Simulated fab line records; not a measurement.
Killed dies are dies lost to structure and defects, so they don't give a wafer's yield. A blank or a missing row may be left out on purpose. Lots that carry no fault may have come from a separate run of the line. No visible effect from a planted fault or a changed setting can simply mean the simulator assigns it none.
Chamber matching    flow n5 finfet    N5_BEOL_M14_ETCH_59 on rie diel-01: 4 sister chambers
The step etches BARC in N2/H2, target depth 89 nm, overetch 26.7 nm, time 67.9 s. 4 wafers are shown with their chamber, then 8 later ones without.

WAFERS, EACH WITH ITS CHAMBER
wafer   chamber  showerhead plenum p Torr (Torr)
L084.2  0        2.66
L088.2  2        2.45
L088.4  3        2.52
L089.2  1        2.55

WAFERS WHOSE CHAMBER IS MISSING
wafer   showerhead plenum p Torr (Torr)
L089.4  2.52
L089.5  2.52
L093.1  2.51
L093.3  2.65
L093.5  2.51
L092.1  2.54
L092.2  2.65
L092.5  2.54

THE CHAMBER EACH PASSED THROUGH
wafer   from the rows above      in truth
L089.4  3                        3
L089.5  3                        3
L093.1  3                        3
L093.3  0                        0
L093.5  3                        3
L092.1  can't be placed: 1 or 3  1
L092.2  0                        0
L092.5  can't be placed: 1 or 3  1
Correctly placed: 6 of 8. Cannot be placed on the basis of these rows: 2; the candidates contain the true chamber in 2. Wrongly placed: 0.
How it was worked out, from the rows above alone: a wafer's distance from a chamber is the root of the sum, over the readings, of the square of ((its reading less the chamber's mean) divided by the reading's scatter). If the next closest chamber is less than 2 further off than the closest, the wafer can't be placed; otherwise it belongs to the closest. The mean given for a chamber averages the wafers shown for that chamber. The scatter (one wafer shown for each chamber): square how far every hidden wafer sits from the nearest shown wafer, average those squares and take the square root.
